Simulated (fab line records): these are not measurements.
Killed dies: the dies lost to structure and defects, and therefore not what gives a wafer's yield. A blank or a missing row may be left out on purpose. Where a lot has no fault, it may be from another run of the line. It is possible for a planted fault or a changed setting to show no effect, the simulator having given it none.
fab line records ; flow n5Finfet
record lots=7; wafers=21
route steps=1938 shown SD_EPI_P@301 HKMG_FIN@386 GATE_CUT@510 MOL_CONTACT_COAG@563
startH: hours from the record's opening day to when the first of the lot's shown wafers began ; waitH: hours from the lot's prior step to this one ; " unchanged from the row above ; L1.1+2: one row covering several wafers at once ; - value missing, or start not given ; * or withheld: withheld ; < > ~ a bound
route shown NAME@n: a module of which the file shows steps, and the number in the route of the first ; usual: mean and standard deviation over wafers with no fault ; same: alike in all rows ; chamber/n: place in a boat ; sites: each site's reading ; _std_site: standard deviation of those values ; _edge_site: the outer-site mean with the inner-site mean subtracted ; radiusMm: how far each site lies from the wafer's centre ; mask NAME#n: copy n ; behind: the most recent tool/chamber to have shaped the wafer ; hold: why the lot went on hold/how many hours it stayed there/how the hold came to an end ; device: names the non-switching transistor (n, p or np) ; end of line: tests run on the same wafers once the route is complete ; a step given without rows: its recipe and nothing more ; killed: dies lost to structure and defects at the first sort, not the wafer's yield ; map: a wafer's dies, x killed, . not, _ none there
set.NAME: the setting the step ran with; set.NAME@STEP: the setting that earlier step ran with ; model.NAME: the simulator's own value behind a step, which no gauge read
lots whose settings were changed on purpose; a table a step, a row a wafer
## steps
# step N5_SD_EPI_P_PEB_07
# recipe pebTempC=110; pebTimeS=60; resist=CAR-ArF-block
lot.wafer;tool;chamber;startH;waitH;set.pebTimeS
L078.3+5+6;lithoTrack-04;0;77.86;0.0;60
L079.1+3;lithoTrack-01;0;84.51;0.1;60
L079.2;lithoTrack-01;0;84.51;0.1;66.3
L084.2+3;lithoTrack-04;0;113.37;0.0;54.26
L084.4;lithoTrack-04;0;113.37;0.0;60
L086.1+5+6;lithoTrack-02;0;131.73;0.1;60
L089.2+6;lithoTrack-02;0;155.18;0.0;60
L089.5;lithoTrack-02;0;155.18;0.0;64.38
L092.2+3;lithoTrack-04;0;161.72;0.0;60
L092.6;lithoTrack-04;0;161.72;0.0;56.09
L094.2+5+6;lithoTrack-02;0;178.15;0.0;60
# step N5_SD_EPI_P_DEVELOP_08
# recipe developTimeS=30; developer=TMAH; resist=CAR-ArF-block; devTempC=23; rinseLiquid=diw; dry=airSpin
# step N5_SD_EPI_P_CD_MEAS_09
# recipe targetCdNm=240; landingEnergyEv=500; detector=seInlens
# usual cdNm=239.9/0.76
lot.wafer;tool;chamber;startH;waitH;set.pebTimeS@SD_EPI_P_PEB_07;cdNm
L078.3;cdSem-03;0;77.93;-;60;239.9
L078.5;cdSem-03;0;77.93;-;60;239.0
L078.6;cdSem-03;0;77.93;-;60;239.6
L079.1;cdSem-03;0;84.58;-;60;239.4
L079.2;cdSem-03;0;84.58;-;66.3;242.6
L079.3;cdSem-03;0;84.58;-;60;240.8
L084.2;cdSem-01;0;113.44;-;54.26;236.7
L084.3;cdSem-01;0;113.44;-;54.26;237.1
L084.4;cdSem-01;0;113.44;-;60;239.3
L086.1;cdSem-01;0;131.80;-;60;240.0
L086.5;cdSem-01;0;131.80;-;60;240.1
L086.6;cdSem-01;0;131.80;-;60;240.6
L089.2;cdSem-01;0;155.24;-;60;239.8
L089.5;cdSem-01;0;155.24;-;64.38;240.5
L089.6;cdSem-01;0;155.24;-;60;238.9
L092.2;cdSem-03;0;161.79;-;60;240.4
L092.3;cdSem-03;0;161.79;-;60;239.8
L092.6;cdSem-03;0;161.79;-;56.09;237.2
L094.2;cdSem-02;0;178.22;-;60;241.3
L094.5;cdSem-02;0;178.22;-;60;241.1
L094.6;cdSem-02;0;178.22;-;60;241.6
# step N5_SD_EPI_P_DESCUM_14
# recipe chemistry=O2; timeS=7.9; sourcePowerW=50; biasPowerW=20; pressureMtorr=20; rfFrequencyHz=2.712e+07; tempC=40; resist=CAR-ArF-block; o2FlowSccm=225
lot.wafer;tool;chamber;startH;waitH;set.pebTimeS@SD_EPI_P_PEB_07;model.SD_EPI_P.cdNm
L078.3;rieDiel-06;0;78.01;0.0;60;239.8
L078.5;rieDiel-06;3;78.01;0.0;60;239
L078.6;rieDiel-06;2;78.01;0.0;60;239.6
L079.1;rieDiel-03;0;84.81;0.2;60;239.6
L079.2;rieDiel-03;3;84.81;0.2;66.3;242.8
L079.3;rieDiel-03;1;84.81;0.2;60;240.6
L084.2;rieDiel-03;1;113.53;0.0;54.26;236.8
L084.3;rieDiel-03;0;113.53;0.0;54.26;237
L084.4;rieDiel-03;3;113.53;0.0;60;239.6
L086.1;rieDiel-03;2;131.88;0.0;60;240.2
L086.5+6;rieDiel-03;2,1;131.88;0.0;60;240.4
L089.2;rieDiel-04;0;155.33;0.0;60;239.6
L089.5;rieDiel-04;0;155.33;0.0;64.38;240.6
L089.6;rieDiel-04;1;155.33;0.0;60;238.8
L092.2;rieDiel-06;1;161.87;0.0;60;240.6
L092.3;rieDiel-06;3;161.87;0.0;60;239.8
L092.6;rieDiel-06;0;161.87;0.0;56.09;237.4
L094.2;rieDiel-04;3;178.31;0.0;60;241.6
L094.5;rieDiel-04;2;178.31;0.0;60;241
L094.6;rieDiel-04;1;178.31;0.0;60;241.8
# step N5_HKMG_FIN_HK_ALD_01
# recipe material=HfO2; targetThkA=16; tempC=withheld; aldPrecursorFamily=HfCl4; aldCoReactant=H2O; pulseTimeS=3; purgeTimeS=3; coReactantPurgeTimeS=2.5; coReactantPulseTimeS=0.3; aldCycles=30
lot.wafer;tool;chamber;startH;waitH;set.aldCycles
L078.3+5+6;aldHk-03;3,1,2;93.86;0.0;30
L079.1;aldHk-03;1;103.45;0.0;30
L079.2+3;aldHk-03;3,0;103.45;0.0;26
L084.2+3;aldHk-02;1,2;129.91;0.0;30
L084.4;aldHk-02;3;129.91;0.0;28
L086.1+5+6;aldHk-02;3,3,2;149.14;0.0;30
L089.2;aldHk-02;1;172.08;0.0;30
L089.5+6;aldHk-02;1,0;172.08;0.0;34
L092.2;aldHk-03;3;178.89;0.0;30
L092.3+6;aldHk-03;0,1;178.89;0.0;27
L094.2+6;aldHk-02;3,2;195.28;0.0;30
L094.5;aldHk-02;3;195.28;0.0;28
# step N5_HKMG_FIN_COAT_43
# recipe resist=CAR-ArF; spinRpm=1500; resistThkNm=90
lot.wafer;tool;chamber;startH;waitH;set.spinRpm;model.CAR-ArF_of_HKMG_FIN_COAT_43.thkNm
L078.3+5;lithoTrack-01;0;-;-;1500;90.4
L078.6;lithoTrack-01;0;-;-;1500;90.2
L079.1+2+3;lithoTrack-05;0;-;-;1382;93.2
L084.2;lithoTrack-05;0;-;-;1500;89.4
L084.3;lithoTrack-05;0;-;-;1648;85.6
L084.4;lithoTrack-05;0;-;-;1648;85.4
L086.1;lithoTrack-02;0;-;-;1551;88.6
L086.5;lithoTrack-02;0;-;-;1500;89.8
L086.6;lithoTrack-02;0;-;-;1500;90.2
L089.2+5+6;lithoTrack-05;0;-;-;1500;89.8
L092.2+6;lithoTrack-02;0;-;-;1500;90.4
L092.3;lithoTrack-02;0;-;-;1338;95.6
L094.2+5;lithoTrack-02;0;-;-;1500;90.4
L094.6;lithoTrack-02;0;-;-;1410;93.2
# step N5_HKMG_FIN_EBR_45
# recipe solvent=PGMEA; ebrWidthMm=1.5
# step N5_HKMG_FIN_SOFTBAKE_44
# recipe tempC=110; timeS=60; resist=CAR-ArF
# step N5_HKMG_FIN_EXPOSE_46
# recipe maskId=NDIPOLE; na=1.35; sourceShape=conventional; sigmaOuter=0.8; polarization=unpolarized; doseMj=40
# step N5_HKMG_FIN_PEB_47
# recipe pebTempC=withheld; pebTimeS=60; resist=CAR-ArF
# step N5_HKMG_FIN_DEVELOP_48
# recipe developTimeS=30; developer=TMAH; resist=CAR-ArF; rinseLiquid=diw; dry=airSpin; devTempC=23
lot.wafer;tool;chamber;startH;waitH;set.spinRpm@HKMG_FIN_COAT_43;model.CAR-ArF_of_HKMG_FIN_COAT_43.thkNm
L078.3+5;lithoTrack-05;0;-;-;1500;88.6
L078.6;lithoTrack-05;0;-;-;1500;88.4
L079.1+2;lithoTrack-05;0;-;-;1382;91.4
L079.3;lithoTrack-05;0;-;-;1382;91.6
L084.2;lithoTrack-05;0;-;-;1500;87.8
L084.3+4;lithoTrack-05;0;-;-;1648;83.8
L086.1;lithoTrack-02;0;-;-;1551;86.8
L086.5;lithoTrack-02;0;-;-;1500;88
L086.6;lithoTrack-02;0;-;-;1500;88.4
L089.2+5+6;lithoTrack-01;0;-;-;1500;88
L092.2;lithoTrack-05;0;-;-;1500;88.8
L092.3;lithoTrack-05;0;-;-;1338;93.8
L092.6;lithoTrack-05;0;-;-;1500;88.6
L094.2+5;lithoTrack-05;0;-;-;1500;88.6
L094.6;lithoTrack-05;0;-;-;1410;91.6
# step N5_HKMG_FIN_ETCH_55
# recipe chemistry=N2/H2; target=SOC; targetDepthA=2400; tempC=40; timeS=300; ionEnergyEv=200; maskMaterial=SiARC; pressureMtorr=30; sourceW=840; biasW=150; n2FlowSccm=200; h2FlowSccm=200
# usual rfVppV=522.9/1.2
lot.wafer;tool;chamber;startH;waitH;set.biasW;rfVppV;model.SiARC_of_HKMG_FIN_COAT_42.thkNm
L078.3;rieDiel-05;2;95.13;0.0;150;521.1;21.2
L078.5;rieDiel-05;1;95.13;0.0;150;522.1;21
L078.6;rieDiel-05;0;95.13;0.0;150;523.2;21.8
L079.1;rieDiel-01;1;104.77;0.0;162.5;549.9;19.4
L079.2;rieDiel-01;2;104.77;0.0;150;521.8;21.4
L079.3;rieDiel-01;3;104.77;0.0;162.5;549.7;19.8
L084.2;rieDiel-05;0;131.43;0.0;157.8;540.5;20.8
L084.3;rieDiel-05;3;131.43;0.0;150;524.4;21.4
L084.4;rieDiel-05;1;131.43;0.0;157.8;539.1;20
L086.1;rieDiel-01;1;150.43;0.0;150;522.9;21
L086.5;rieDiel-01;1;150.43;0.0;150;523.3;21
L086.6;rieDiel-01;0;150.43;0.0;150;522.4;21
L089.2;rieDiel-02;2;173.21;0.0;150;523.8;22
L089.5;rieDiel-02;3;173.21;0.0;150;523.8;21
L089.6;rieDiel-02;2;173.21;0.0;150;524.5;21.8
L092.2;rieDiel-02;2;180.27;0.0;150;523.9;21.8
L092.3;rieDiel-02;0;180.27;0.0;174.5;575.0;18.4
L092.6;rieDiel-02;1;180.27;0.0;150;523.1;21
L094.2;rieDiel-01;1;196.29;0.0;140;499.7;22.4
L094.5;rieDiel-01;0;196.29;0.0;140;499.2;22.6
L094.6;rieDiel-01;3;196.29;0.0;150;522.9;21.4
# step N5_HKMG_FIN_ETCH_58
# recipe chemistry=N2/H2; target=SOC; targetDepthA=2158; ionEnergyEv=50; biasW=13; timeS=741; pressureMtorr=30; sourceW=875; n2FlowSccm=200; h2FlowSccm=200
# usual rfVppV=99.0/0.82
lot.wafer;tool;chamber;startH;waitH;set.sourceW;rfVppV;model.etch.depthNm;model.SOC_of_HKMG_FIN_COAT_41.thkNm;model.HKMG_FIN.featureDepthNm
L078.3;rieDiel-05;2;95.34;0.0;875;98.2;218;82.6;218
L078.5;rieDiel-05;1;95.34;0.0;875;99.0;217.7;82.2;217.6
L078.6;rieDiel-05;0;95.34;0.0;875;98.7;213.2;87.2;213.2
L079.1;rieDiel-01;1;104.98;0.0;875;98.9;214.8;84.2;214.8
L079.2;rieDiel-01;2;104.98;0.0;996.7;95.2;236.7;62;236.6
L079.3;rieDiel-01;3;104.98;0.0;996.7;92.8;238;61.8;238
L084.2;rieDiel-05;0;131.65;0.0;932.4;96.6;222.2;77;222.2
L084.3;rieDiel-05;3;131.65;0.0;875;98.5;210.4;89.2;210.4
L084.4;rieDiel-05;1;131.65;0.0;875;99.5;216.3;82.6;216.2
L086.1;rieDiel-01;1;150.64;0.0;1022;94.6;249.5;50.8;249.4
L086.5;rieDiel-01;1;150.64;0.0;875;98.1;218.2;80.4;218.2
L086.6;rieDiel-01;0;150.64;0.0;1022;94.8;247;52.6;247
L089.2;rieDiel-02;2;173.42;0.0;785;102.3;191.5;107;191.4
L089.5;rieDiel-02;3;173.42;0.0;785;102.9;198.2;100.2;198.2
L089.6;rieDiel-02;2;173.42;0.0;875;100.1;209.5;88.2;209.6
L092.2;rieDiel-02;2;180.48;0.0;875;99.7;207.3;92.6;207.4
L092.3;rieDiel-02;0;180.48;0.0;875;98.5;219.3;81.2;219.2
L092.6;rieDiel-02;1;180.48;0.0;875;99.9;215.6;83.8;215.6
L094.2;rieDiel-01;1;196.50;0.0;745.2;104.0;187.2;113.4;187.2
L094.5;rieDiel-01;0;196.50;0.0;875;99.7;215.6;84.6;215.6
L094.6;rieDiel-01;3;196.50;0.0;745.2;105.4;185.7;114;185.6
# step N5_HKMG_FIN_STRIP_93
# recipe chemistry=N2/H2; material=SOC; timeS=20; powerW=500; tempC=40; pressureMtorr=50; rfFrequencyHz=6e+07; biasPowerW=8; h2Frac=0.5; n2FlowSccm=300; h2FlowSccm=300
# step N5_HKMG_FIN_WET_ETCH_76
# recipe chemistry=dNH4OH; mix=1:50; tempC=25; target=Al2O3; stopOn=La2O3; targetDepthNm=2.25; dry=ipaMarangoni; rinseTimeS=30; rinseTempC=23
# step N5_HKMG_FIN_WET_ETCH_82
# recipe chemistry=dHCl; mix=1:10000; tempC=25; target=La2O3; stopOn=HfO2; targetDepthNm=2; dry=ipaMarangoni; rinseTimeS=30; rinseTempC=23
# step N5_HKMG_FIN_ALD_36
# recipe material=TiN; targetThkA=10; tempC=400; aldPrecursorFamily=TiCl4; aldCoReactant=NH3; pulseTimeS=1; purgeTimeS=3; coReactantPurgeTimeS=2; coReactantPulseTimeS=2; aldCycles=47; pressureTorr=3
# step N5_HKMG_FIN_THK_MEAS_70
# recipe thkMeasGauge=xrf; reads=HfO2_of_HKMG_FIN_HK_ALD_01
# usual HK_THK=1.626/0.019
lot.wafer;tool;chamber;startH;waitH;set.aldCycles@HKMG_FIN_HK_ALD_01;HK_THK[nm]
L078.3;filmMetro-01;-;97.46;0.2;30;1.623
L078.5;filmMetro-01;-;97.46;0.2;30;1.627
L078.6;filmMetro-01;-;97.46;0.2;30;1.623
L079.1;filmMetro-01;-;107.33;0.2;30;1.631
L079.2;filmMetro-01;-;107.33;0.2;26;1.406
L079.3;filmMetro-01;-;107.33;0.2;26;1.401
L084.2;filmMetro-01;-;133.93;0.2;30;1.636
L084.3;filmMetro-01;-;133.93;0.2;30;1.637
L084.4;filmMetro-01;-;133.93;0.2;28;1.529
L086.1;filmMetro-01;-;152.95;0.2;30;1.614
L086.5;filmMetro-01;-;152.95;0.2;30;1.609
L086.6;filmMetro-01;-;152.95;0.2;30;1.625
L089.2;filmMetro-02;-;175.52;0.2;30;1.599
L089.5;filmMetro-02;-;175.52;0.2;34;1.809
L089.6;filmMetro-02;-;175.52;0.2;34;1.865
L092.2;filmMetro-01;-;182.64;0.2;30;1.644
L092.3;filmMetro-01;-;182.64;0.2;27;1.459
L092.6;filmMetro-01;-;182.64;0.2;27;1.472
L094.2;filmMetro-02;-;198.61;0.2;30;1.656
L094.5;filmMetro-02;-;198.61;0.2;28;1.513
L094.6;filmMetro-02;-;198.61;0.2;30;1.586
# step N5_GATE_CUT_ALD_22
# recipe material=SiNx; targetThkA=160; tempC=400; aldPrecursorFamily=SiH2I2; aldCoReactant=N2/H2-plasma; pulseTimeS=1; aldCycles=320; purgeTimeS=2; coReactantPurgeTimeS=2; pressureTorr=2
lot.wafer;tool;chamber;startH;waitH;set.aldCycles;model.SiNx_of_GATE_CUT_ALD_22.thkNm
L078.3+5+6;aldSin-03;0,1,2;108.25;0.1;320;16
L079.1+2;aldSin-03;1,0;118.06;0.1;320;16
L079.3;aldSin-03;3;118.06;0.1;320;16.2
L084.2+3;aldSin-03;2,0;148.01;0.0;320;16.2
L084.4;aldSin-03;3;148.01;0.0;305;15.4
L086.1;aldSin-02;1;163.26;0.1;372;18.6
L086.5;aldSin-02;2;163.26;0.1;320;16.2
L086.6;aldSin-02;1;163.26;0.1;320;16
L089.2+5+6;aldSin-02;2,2,1;186.72;0.6;320;16
L092.2+6;aldSin-04;1,0;194.26;0.0;339;17
L092.3;aldSin-04;3;194.26;0.0;320;16
L094.2+6;aldSin-03;0,1;208.98;0.0;320;16
L094.5;aldSin-03;0;208.98;0.0;336;16.8
# step N5_MOL_CONTACT_COAG_PECVD_31
# recipe material=SiO2; targetThkA=460; tempC=400; precursor=TEOS/O2; pressureTorr=6.5; rfW=withheld; teosFlowSccm=withheld; gas=O2; flowSccm=2650; timeS=8.9
lot.wafer;tool;chamber;startH;waitH;set.tempC;model.SiO2_of_MOL_CONTACT_COAG_PECVD_31.thkNm
L078.3+6;pecvd-02;0,1;122.41;0.3;400;45.8
L078.5;pecvd-02;2;122.41;0.3;400;46.2
L079.1;pecvd-01;2;129.42;0.3;400;46.6
L079.2;pecvd-01;1;129.42;0.3;400;46
L079.3;pecvd-01;0;129.42;0.3;409.5;43
L084.2;pecvd-04;0;160.98;0.3;406.1;44
L084.3;pecvd-04;2;160.98;0.3;406.1;43.8
L084.4;pecvd-04;2;160.98;0.3;400;46
L086.1;pecvd-04;0;175.03;0.3;400;45.6
L086.5;pecvd-04;2;175.03;0.3;400;46.2
L086.6;pecvd-04;0;175.03;0.3;386.3;49.8
L089.2;pecvd-01;2;199.97;0.3;400;46.2
L089.5;pecvd-01;2;199.97;0.3;400;46.8
L089.6;pecvd-01;1;199.97;0.3;400;46.6
L092.2;pecvd-01;2;207.56;0.3;400;45.4
L092.3;pecvd-01;0;207.56;0.3;388.1;49
L092.6;pecvd-01;1;207.56;0.3;388.1;49.2
L094.2;pecvd-04;1;220.72;0.3;382.2;50.4
L094.5;pecvd-04;0;220.72;0.3;382.2;51.6
L094.6;pecvd-04;2;220.72;0.3;400;46.6
# step N5_MOL_CONTACT_COAG_EXPOSE_81
# recipe maskId=VG; na=0.33; sourceShape=annular; sigmaInner=0.3; sigmaOuter=0.7; polarization=unpolarized; defocusNm=0; doseMj=59.5
lot.wafer;tool;chamber;startH;waitH;mask;set.doseMj
L078.3+5+6;euvScanner-01;0;122.62;-;VG#0;59.5
L079.1+2;euvScanner-02;0;129.74;-;VG#0;62.62
L079.3;euvScanner-02;0;129.74;-;VG#0;59.5
L084.2+4;euvScanner-01;0;161.18;-;VG#0;59.5
L084.3;euvScanner-01;0;161.18;-;VG#0;62.15
L086.1+5+6;euvScanner-02;0;175.22;-;VG#0;59.5
L089.2+5+6;euvScanner-01;0;200.17;-;VG#0;59.5
L092.2+3+6;euvScanner-02;0;207.88;-;VG#0;58.28
L094.2+5+6;euvScanner-02;0;220.93;-;VG#0;58.17
# step N5_MOL_CONTACT_COAG_PEB_82
# recipe pebTempC=100; pebTimeS=60; resist=CAR-EUV
# step N5_MOL_CONTACT_COAG_DEVELOP_83
# recipe developTimeS=30; developer=TMAH; resist=CAR-EUV; rinseLiquid=surfactantRinse; dry=airSpin; devTempC=23
# step N5_MOL_CONTACT_COAG_CD_MEAS_84
# recipe targetCdNm=25.1; landingEnergyEv=500; detector=seInlens; polarity=opening
# usual cdNm=25.10/0.22
lot.wafer;tool;chamber;startH;waitH;set.doseMj@MOL_CONTACT_COAG_EXPOSE_81;cdNm
L078.3;cdSem-03;0;122.75;-;59.5;25.02
L078.5;cdSem-03;0;122.75;-;59.5;25.11
L078.6;cdSem-03;0;122.75;-;59.5;25.53
L079.1;cdSem-02;0;129.88;-;62.62;26.44
L079.2;cdSem-02;0;129.88;-;62.62;25.90
L079.3;cdSem-02;0;129.88;-;59.5;24.77
L084.2;cdSem-03;0;161.31;-;59.5;24.94
L084.3;cdSem-03;0;161.31;-;62.15;25.81
L084.4;cdSem-03;0;161.31;-;59.5;24.86
L086.1;cdSem-01;0;175.37;-;59.5;24.96
L086.5;cdSem-01;0;175.37;-;59.5;25.20
L086.6;cdSem-01;0;175.37;-;59.5;25.43
L089.2;cdSem-02;0;200.31;-;59.5;25.23
L089.5;cdSem-02;0;200.31;-;59.5;25.17
L089.6;cdSem-02;0;200.31;-;59.5;24.77
L092.2;cdSem-02;0;208.02;-;58.28;24.60
L092.3;cdSem-02;0;208.02;-;58.28;24.59
L092.6;cdSem-02;0;208.02;-;58.28;24.32
L094.2;cdSem-01;0;221.06;-;58.17;24.55
L094.5;cdSem-01;0;221.06;-;58.17;24.51
L094.6;cdSem-01;0;221.06;-;58.17;24.67
# step N5_MOL_CONTACT_COAG_ETCHBACK_135
# recipe chemistry=CHF3; target=SiO2; targetDepthA=250; timeS=16.7; ionEnergyEv=200; pressureMtorr=30; sourceW=610; biasW=170; Ar_flow_sccm=200; CHF3_flow_sccm=50
# step N5_MOL_CONTACT_COAG_STRIP_118
# recipe chemistry=CHF3; resist=SiARC; rfFrequencyHz=6e+07
# step N5_MOL_CONTACT_COAG_VIA_ETCH_46
# recipe chemistry=C4F6/O2; targetDepthA=460; overetchA=92; maskMaterial=SOC; target=SiO2; biasW=455; pressureMtorr=10; timeS=40; sourceW=325; Ar_flow_sccm=300; C4F6_flow_sccm=10; O2_flow_sccm=10; ionEnergyEv=575.3; ends=endPoint
lot.wafer;tool;chamber;startH;waitH;set.tempC@MOL_CONTACT_COAG_PECVD_31;model.etch.depthNm
L078.3;rieDiel-01;1;123.34;0.0;400;45.72
L078.5;rieDiel-01;2;123.34;0.0;400;46.29
L078.6;rieDiel-01;3;123.34;0.0;400;45.81
L079.1;rieDiel-02;1;130.48;0.0;400;46.57
L079.2;rieDiel-02;2;130.48;0.0;400;45.94
L079.3;rieDiel-02;0;130.48;0.0;409.5;42.97
L084.2;rieDiel-05;3;161.91;0.0;406.1;43.91
L084.3;rieDiel-05;1;161.91;0.0;406.1;43.89
L084.4;rieDiel-05;0;161.91;0.0;400;45.93
L086.1;rieDiel-01;2;176.11;0.0;400;45.59
L086.5;rieDiel-01;0;176.11;0.0;400;46.14
L086.6;rieDiel-01;1;176.11;0.0;386.3;49.84
L089.2;rieDiel-05;0;201.24;0.0;400;46.12
L089.5;rieDiel-05;2;201.24;0.0;400;46.73
L089.6;rieDiel-05;3;201.24;0.0;400;46.52
L092.2;rieDiel-02;3;208.61;0.0;400;45.34
L092.3;rieDiel-02;0;208.61;0.0;388.1;48.92
L092.6;rieDiel-02;1;208.61;0.0;388.1;49.26
L094.2;rieDiel-01;0;221.87;0.0;382.2;50.46
L094.5;rieDiel-01;0;221.87;0.0;382.2;51.53
L094.6;rieDiel-01;3;221.87;0.0;400;46.5
# step N5_MOL_CONTACT_COAG_ETCHBACK_136
# recipe chemistry=CHF3; target=SiO2; targetDepthA=250; timeS=16.7; ionEnergyEv=200; pressureMtorr=30; sourceW=610; biasW=170; Ar_flow_sccm=200; CHF3_flow_sccm=50
lot.wafer;tool;chamber;startH;waitH;set.targetDepthA
L078.3+5+6;rieDiel-01;1,0,1;124.66;0.0;250
L079.1;rieDiel-02;1;132.51;0.0;219.2
L079.2+3;rieDiel-02;3,2;132.51;0.0;250
L084.2+4;rieDiel-02;0,3;163.12;0.0;250
L084.3;rieDiel-02;1;163.12;0.0;240.9
L086.1+6;rieDiel-01;2,1;177.46;0.0;250
L086.5;rieDiel-01;0;177.46;0.0;265.2
L089.2+5;rieDiel-01;3,2;202.76;0.0;271.7
L089.6;rieDiel-01;3;202.76;0.0;250
L092.2+6;rieDiel-02;2;210.15;0.0;267.2
L092.3;rieDiel-02;1;210.15;0.0;250
L094.2;rieDiel-05;3;223.50;0.0;230.4
L094.5+6;rieDiel-05;3,2;223.50;0.0;250
# step N5_MOL_CONTACT_COAG_STRIP_120
# recipe chemistry=CHF3; resist=SiARC; rfFrequencyHz=6e+07
# step N5_MOL_CONTACT_COAG_VIA_ETCH_117
# recipe chemistry=C4F6/O2; targetDepthA=400; overetchA=80; maskMaterial=SOC; target=SiO2; biasW=455; pressureMtorr=10; timeS=26; sourceW=325; Ar_flow_sccm=300; C4F6_flow_sccm=10; O2_flow_sccm=10; ionEnergyEv=575.3; ends=endPoint
lot.wafer;tool;chamber;startH;waitH;set.targetDepthA@MOL_CONTACT_COAG_ETCHBACK_136;model.etch.depthNm;model.MOL_CONTACT_COAG.featureDepthNm
L078.3;rieDiel-01;1;124.69;0.0;250;39.98;40
L078.5;rieDiel-01;0;124.69;0.0;250;40.06;40
L078.6;rieDiel-01;1;124.69;0.0;250;40.27;40.2
L079.1;rieDiel-02;1;132.55;0.0;219.2;43.11;43.2
L079.2;rieDiel-02;3;132.55;0.0;250;39.7;39.8
L079.3;rieDiel-02;2;132.55;0.0;250;40.58;40.6
L084.2;rieDiel-02;0;163.15;0.0;250;39.73;39.8
L084.3;rieDiel-02;1;163.15;0.0;240.9;40.69;40.6
L084.4;rieDiel-02;3;163.15;0.0;250;39.85;39.8
L086.1;rieDiel-01;2;177.49;0.0;250;39.5;39.6
L086.5;rieDiel-01;0;177.49;0.0;265.2;38.38;38.4
L086.6;rieDiel-01;1;177.49;0.0;250;40.43;40.4
L089.2;rieDiel-01;3;202.79;0.0;271.7;38.42;38.4
L089.5;rieDiel-01;2;202.79;0.0;271.7;37.17;37.2
L089.6;rieDiel-01;3;202.79;0.0;250;40.25;40.2
L092.2;rieDiel-02;2;210.19;0.0;267.2;39.01;39
L092.3;rieDiel-02;1;210.19;0.0;250;40.08;40
L092.6;rieDiel-02;2;210.19;0.0;267.2;38.75;38.8
L094.2;rieDiel-05;3;223.54;0.0;230.4;42.01;42
L094.5;rieDiel-05;3;223.54;0.0;250;40.43;40.4
L094.6;rieDiel-05;2;223.54;0.0;250;39.99;40
## key
split step=N5_SD_EPI_P_PEB_07; setting=pebTimeS; stated=60; by=wafer
response step=N5_SD_EPI_P_CD_MEAS_09; reading=cdNm; change=+0.256; per=1%; r=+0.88
response step=N5_SD_EPI_P_DESCUM_14; reading=model.SD_EPI_P.cdNm; change=+0.278; per=1%; r=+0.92
split step=N5_HKMG_FIN_HK_ALD_01; setting=aldCycles; stated=30; by=wafer
response step=N5_HKMG_FIN_THK_MEAS_70; reading=HK_THK; change=+0.0173; per=1%; r=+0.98
split step=N5_HKMG_FIN_COAT_43; setting=spinRpm; stated=1500; by=wafer
response step=N5_HKMG_FIN_COAT_43; reading=model.CAR-ArF_of_HKMG_FIN_COAT_43.thkNm; change=-0.444; per=1%; r=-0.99
response step=N5_HKMG_FIN_DEVELOP_48; reading=model.CAR-ArF_of_HKMG_FIN_COAT_43.thkNm; change=-0.449; per=1%; r=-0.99
split step=N5_HKMG_FIN_ETCH_55; setting=biasW; stated=150; by=wafer
response step=N5_HKMG_FIN_ETCH_55; reading=rfVppV; change=+3.21; per=1%; r=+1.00
response step=N5_HKMG_FIN_ETCH_55; reading=model.SiARC_of_HKMG_FIN_COAT_42.thkNm; change=-0.188; per=1%; r=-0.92
split step=N5_HKMG_FIN_ETCH_58; setting=sourceW; stated=875; by=wafer
response step=N5_HKMG_FIN_ETCH_58; reading=rfVppV; change=-0.287; per=1%; r=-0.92
response step=N5_HKMG_FIN_ETCH_58; reading=model.etch.depthNm; change=+1.73; per=1%; r=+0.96
response step=N5_HKMG_FIN_ETCH_58; reading=model.SOC_of_HKMG_FIN_COAT_41.thkNm; change=-1.71; per=1%; r=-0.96
response step=N5_HKMG_FIN_ETCH_58; reading=model.HKMG_FIN.featureDepthNm; change=+1.73; per=1%; r=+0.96
split step=N5_GATE_CUT_ALD_22; setting=aldCycles; stated=320; by=wafer
response step=N5_GATE_CUT_ALD_22; reading=model.SiNx_of_GATE_CUT_ALD_22.thkNm; change=+0.157; per=1%; r=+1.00
split step=N5_MOL_CONTACT_COAG_PECVD_31; setting=tempC; stated=400; by=wafer
response step=N5_MOL_CONTACT_COAG_PECVD_31; reading=model.SiO2_of_MOL_CONTACT_COAG_PECVD_31.thkNm; change=-1.14; per=1%; r=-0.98
response step=N5_MOL_CONTACT_COAG_VIA_ETCH_46; reading=model.etch.depthNm; change=-1.15; per=1%; r=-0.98
split step=N5_MOL_CONTACT_COAG_EXPOSE_81; setting=doseMj; stated=59.5; by=wafer
response step=N5_MOL_CONTACT_COAG_CD_MEAS_84; reading=cdNm; change=+0.241; per=1%; r=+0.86
split step=N5_MOL_CONTACT_COAG_ETCHBACK_136; setting=targetDepthA; stated=250; by=wafer
response step=N5_MOL_CONTACT_COAG_VIA_ETCH_117; reading=model.etch.depthNm; change=-0.241; per=1%; r=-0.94
response step=N5_MOL_CONTACT_COAG_VIA_ETCH_117; reading=model.MOL_CONTACT_COAG.featureDepthNm; change=-0.239; per=1%; r=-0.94
